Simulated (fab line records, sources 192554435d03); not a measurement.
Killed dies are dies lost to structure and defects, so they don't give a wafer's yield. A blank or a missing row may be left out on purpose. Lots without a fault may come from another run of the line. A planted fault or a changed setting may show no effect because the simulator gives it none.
fab line records | flow n5_finfet
record lots=12 wafers=35 last_day=18
route steps=1938 shown PASS1_CAP@1873 PASSIVATION@1907
lots that met no fault: from a run of the same line without faults
start_h: hours from the record's first day to the start of the lot's first wafer shown | wait_h: hours since the lot's step before | " the same as in the row above | L1.1+2: a row that stands for several wafers | - no value, or no start given | * or withheld: withheld | < > ~ a bound
route shown NAME@n: a module of which the file shows steps, and the number in the route of the first | usual: mean/standard deviation of fault-free wafers | same: alike in all rows | chamber/n: place in a boat | sites: the reading at each site | _std_site: their standard deviation | _edge_site: outer sites' mean less inner sites' | radius_mm: how far each site lies from the wafer's centre | mask NAME#n: copy n | behind: the tool/chamber that last shaped the wafer | hold: why the lot was held/for how many hours/how that ended | device: the transistor (n, p or np) that didn't switch | end of line: the same wafers' tests at the end of the route | a step without rows: its recipe alone | killed: dies lost to structure and defects at the first sort, not the wafer's yield | map: a wafer's dies, x killed, . not, _ none there
set.NAME: the setting as run; set.NAME@STEP: as run at that earlier step | model.NAME: the simulator's own value behind a step, which no gauge read
steps of the route over a sample of lots; a table a step, a row a wafer
services: from which hour (start_h, from the record's first day; less than 0 if before it) a tool's chamber was out of use, for how many hours, and why
## steps
# step N5_PASSIVATION_PECVD_55
# recipe material=SiO2 target_thk_a=4000 temp_c=400 precursor=SiH4/N2O pressure_torr=2.7 rf_w=608 time_s=22.5
# usual chamber_pressure_Torr=2.700/0.0051 heater_power_outer_w=396/84 heater_power_w=693/140 showerhead_plenum_p_Torr=8.18/0.059 throttle_valve_pct=51/3.2
# columns lot.wafer tool chamber start_h wait_h chamber_pressure_Torr heater_power_outer_w heater_power_w showerhead_plenum_p_Torr throttle_valve_pct
L232.3 pecvd-03 2 265.51 0.0 2.700 432 714 8.18 52
L232.4 " 1 " " 2.704 356 596 8.18 57
L232.5 " 0 " " 2.695 237 497 8.20 55
L233.1 pecvd-02 1 285.17 0.0 2.698 437 776 8.12 52
L233.3 " 2 " " 2.697 333 524 8.18 47
L233.6 " 1 " " 2.705 465 811 8.14 52
L237.1 pecvd-03 0 288.54 0.0 2.699 195 442 8.15 55
L237.4 " 0 " " 2.699 224 482 8.17 55
L237.6 " 1 " " 2.713 292 500 8.16 57
L235.1 pecvd-02 2 292.85 0.0 2.699 345 539 8.21 47
L235.3 " 1 " " 2.703 381 703 8.16 52
L235.6 " 0 " " 2.692 386 708 8.21 51
L238.1 pecvd-02 1 299.76 0.0 2.700 424 741 8.15 51
L238.3 " 2 " " 2.686 299 484 8.21 47
L238.5 " 0 " " 2.704 329 604 8.21 51
L241.4 pecvd-02 0 328.00 0.0 2.705 338 609 8.21 52
L241.5 " 2 " " 2.699 340 541 8.20 47
L241.6 " 1 " " 2.701 364 682 8.15 52
L242.2 pecvd-03 1 333.79 0.0 2.701 321 519 8.17 58
L242.4 " 2 " " 2.704 513 853 8.18 52
L242.5 " 0 " " 2.701 198 437 8.19 55
L244.1 pecvd-03 2 339.89 0.0 2.695 487 785 8.16 53
L244.2 " 1 " " 2.706 381 639 8.18 57
L244.3 " 0 " " 2.710 201 439 8.19 55
L245.1 pecvd-02 0 353.04 0.0 2.703 398 706 8.22 51
L245.2 " 1 " " 2.699 457 786 8.14 52
L245.6 " 0 " " 2.705 419 712 8.23 51
L248.3 pecvd-03 0 365.65 0.0 2.702 238 489 8.17 55
L248.6 " 0 " " 2.701 244 504 8.17 55
L249.2 pecvd-02 1 376.78 0.0 2.698 447 782 8.15 52
L249.4 " 2 " " 2.709 313 516 8.21 48
L249.6 " 0 " " 2.700 363 636 8.22 52
L255.2 pecvd-04 0 412.07 0.0 2.697 489 810 8.32 48
L255.3 " 2 " " 2.702 439 753 8.14 48
L255.4 " 1 " " 2.705 389 811 8.04 50
# step N5_PASSIVATION_INSPECT_64
# recipe mode=adi inspect_instrument=macro
# usual raw_defect_count=2.1/1.6
# columns lot.wafer tool chamber start_h wait_h raw_defect_count
L232.3 defect_inspect-01 - 270.21 0.0 1
L232.4 " - " " 2
L232.5 " - " " 2
L233.1 defect_inspect-02 - 287.71 0.0 1
L233.3 " - " " 0
L233.6 " - " " 3
L237.1 defect_inspect-01 - 292.76 0.0 4
L237.4 " - " " 7
L237.6 " - " " 4
L235.1 defect_inspect-02 - 297.20 0.0 1
L235.3 " - " " 0
L235.6 " - " " 1
L238.1 defect_inspect-01 - 304.39 0.0 1
L238.3 " - " " 2
L238.5 " - " " 0
L241.4 defect_inspect-02 - 330.51 0.0 3
L241.5 " - " " 3
L241.6 " - " " 1
L242.2 defect_inspect-02 - 338.12 0.0 3
L242.4 " - " " 3
L242.5 " - " " 3
L244.1 defect_inspect-01 - 343.94 0.0 5
L244.2 " - " " 0
L244.3 " - " " 2
L245.1 defect_inspect-01 - 358.61 0.0 0
L245.2 " - " " 2
L245.6 " - " " 2
L248.3 defect_inspect-01 - 368.46 0.0 1
L248.6 " - " " 2
L249.2 defect_inspect-01 - 380.02 0.0 2
L249.4 " - " " 6
L249.6 " - " " 0
L255.2 defect_inspect-01 - 416.83 0.0 2
L255.3 " - " " 2
L255.4 " - " " 3
# step N5_PASSIVATION_EXPOSE_41
# recipe mask_id=PASS_OPEN na=0.55 defocus_nm=0 source_shape=conventional sigma_outer=0.8 polarization=unpolarized target_cd_nm=40000 dose_mj=57.25
# same sigma_outer=0.8
# columns lot.wafer tool chamber start_h wait_h mask
L232.3+4+5 krf_scanner-01 0 271.72 - PASS_OPEN#0
L233.1+3+6 krf_scanner-02 0 289.35 - PASS_OPEN#0
L237.1+4+6 krf_scanner-01 0 294.54 - PASS_OPEN#0
L235.1+3+6 krf_scanner-01 0 298.70 - PASS_OPEN#0
L238.1+3+5 krf_scanner-01 0 306.71 - PASS_OPEN#0
L241.4+5+6 krf_scanner-01 0 333.00 - PASS_OPEN#0
L242.2+4+5 krf_scanner-02 0 340.43 - PASS_OPEN#0
L244.1+2+3 krf_scanner-01 0 346.07 - PASS_OPEN#0
L245.1+2+6 krf_scanner-01 0 360.12 - PASS_OPEN#0
L248.3+6 krf_scanner-01 0 370.08 - PASS_OPEN#0
L249.2+4+6 krf_scanner-01 0 381.81 - PASS_OPEN#0
L255.2+3+4 krf_scanner-02 0 418.49 - PASS_OPEN#0
# step N5_PASSIVATION_CD_MEAS_44
# recipe target_cd_nm=40000 landing_energy_ev=500 detector=se_inlens
# usual cd_nm=40001/2.9
# columns lot.wafer tool chamber start_h wait_h cd_nm
L232.3 cd_sem-01 0 271.89 - 40004
L232.4 " 0 " " 40006
L232.5 " 0 " " 40004
L233.1 cd_sem-01 0 289.53 - 40004
L233.3 " 0 " " 40005
L233.6 " 0 " " 40004
L237.1 cd_sem-01 0 294.72 - 39997
L237.4 " 0 " " 39999
L237.6 " 0 " " 40002
L235.1 cd_sem-02 0 298.88 - 39999
L235.3 " 0 " " 40002
L235.6 " 0 " " 40003
L238.1 cd_sem-01 0 306.89 - 40003
L238.3 " 0 " " 40003
L238.5 " 0 " " 40001
L241.4 cd_sem-02 0 333.16 - 39997
L241.5 " 0 " " 39997
L241.6 " 0 " " 39998
L242.2 cd_sem-03 0 340.60 - 40003
L242.4 " 0 " " 40004
L242.5 " 0 " " 40001
L244.1 cd_sem-01 0 346.25 - 40001
L244.2 " 0 " " 40003
L244.3 " 0 " " 40000
L245.1 cd_sem-03 0 360.30 - 40028
L245.2 " 0 " " 40000
L245.6 " 0 " " 40028
L248.3 cd_sem-01 0 370.25 - 39998
L248.6 " 0 " " 40026
L249.2 cd_sem-03 0 381.99 - 39998
L249.4 " 0 " " 40001
L249.6 " 0 " " 40021
L255.2 cd_sem-01 0 418.66 - 40005
L255.3 " 0 " " 40010
L255.4 " 0 " " 40002
# step N5_PASSIVATION_OVL_MEAS_66
# recipe points_per_wafer=44
# usual PASS_OPEN_OVL=-2/4.5
# columns lot.wafer tool chamber start_h wait_h PASS_OPEN_OVL[nm]
L232.3 overlay-02 0 271.92 0.0 2
L232.4 " 0 " " 0
L232.5 " 0 " " -7
L233.1 overlay-02 0 289.56 0.0 -3
L233.3 " 0 " " -5
L233.6 " 0 " " -9
L237.1 overlay-01 0 294.75 0.0 -3
L237.4 " 0 " " -2
L237.6 " 0 " " -5
L235.1 overlay-02 0 298.91 0.0 0
L235.3 " 0 " " 0
L235.6 " 0 " " 0
L238.1 overlay-02 0 306.92 0.0 2
L238.3 " 0 " " 0
L238.5 " 0 " " 3
L241.4 overlay-01 0 333.19 0.0 -6
L241.5 " 0 " " 1
L241.6 " 0 " " 0
L242.2 overlay-01 0 340.63 0.0 -4
L242.4 " 0 " " -7
L242.5 " 0 " " 0
L244.1 overlay-02 0 346.28 0.0 8
L244.2 " 0 " " 0
L244.3 " 0 " " 5
L245.1 overlay-01 0 360.33 0.0 -5
L245.2 " 0 " " 2
L245.6 " 0 " " -2
L248.3 overlay-02 0 370.28 0.0 4
L248.6 " 0 " " -3
L249.2 overlay-01 0 382.02 0.0 -8
L249.4 " 0 " " -8
L249.6 " 0 " " -3
L255.2 overlay-01 0 418.69 0.0 0
L255.3 " 0 " " -10
L255.4 " 0 " " -2
## services
# columns tool chamber start_h hours kind
pecvd-03 0 253.32 2.1 scheduled_down
pecvd-02 2 260.86 - calibration
krf_scanner-02 0 269.89 - calibration
pecvd-03 1 280.50 2.5 repair
krf_scanner-01 - 301.17 0.5 repair
krf_scanner-02 - 320.11 0.8 pm
pecvd-03 2 329.26 2.1 scheduled_down
krf_scanner-01 - 335.24 4.0 pm
krf_scanner-01 0 344.57 - calibration
krf_scanner-02 - 359.05 1.3 pm
krf_scanner-02 - 361.65 1.0 pm
krf_scanner-01 - 363.57 1.3 repair
krf_scanner-02 - 373.34 0.3 repair
krf_scanner-01 - 375.49 1.0 pm
krf_scanner-01 - 379.55 0.5 repair
pecvd-03 1 383.62 - clean
pecvd-03 1 383.62 - consumable_replace:showerhead
pecvd-03 1 383.62 29.0 scheduled_down
pecvd-03 1 383.62 29.0 vent_cycle
krf_scanner-02 - 384.79 0.6 repair
krf_scanner-01 - 401.62 0.6 repair
pecvd-02 - 404.79 1.6 repair
pecvd-03 1 413.69 4.3 repair
## key
first_sign step=N5_PASSIVATION_CD_MEAS_44 reading=cd_nm direction=up sigmas=6.2 usual=40001 struck=40026
effect none on later readings
met_at N5_PASSIVATION_EXPOSE_41
struck_lots L245,L248,L249
struck_wafers L245.1,L245.6,L248.6,L249.6
not_acting_at N5_PASSIVATION_PECVD_55,N5_PASSIVATION_INSPECT_64,N5_PASSIVATION_OVL_MEAS_66
onset_between 346.07 360.12
fault kind=process_parameter_drift tool=krf_scanner-01 chamber=- onset_h=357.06 steps=N5_PASSIVATION_EXPOSE_41 channel=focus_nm offset=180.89 shape=step end_h=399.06 scope=struck_wafers_only
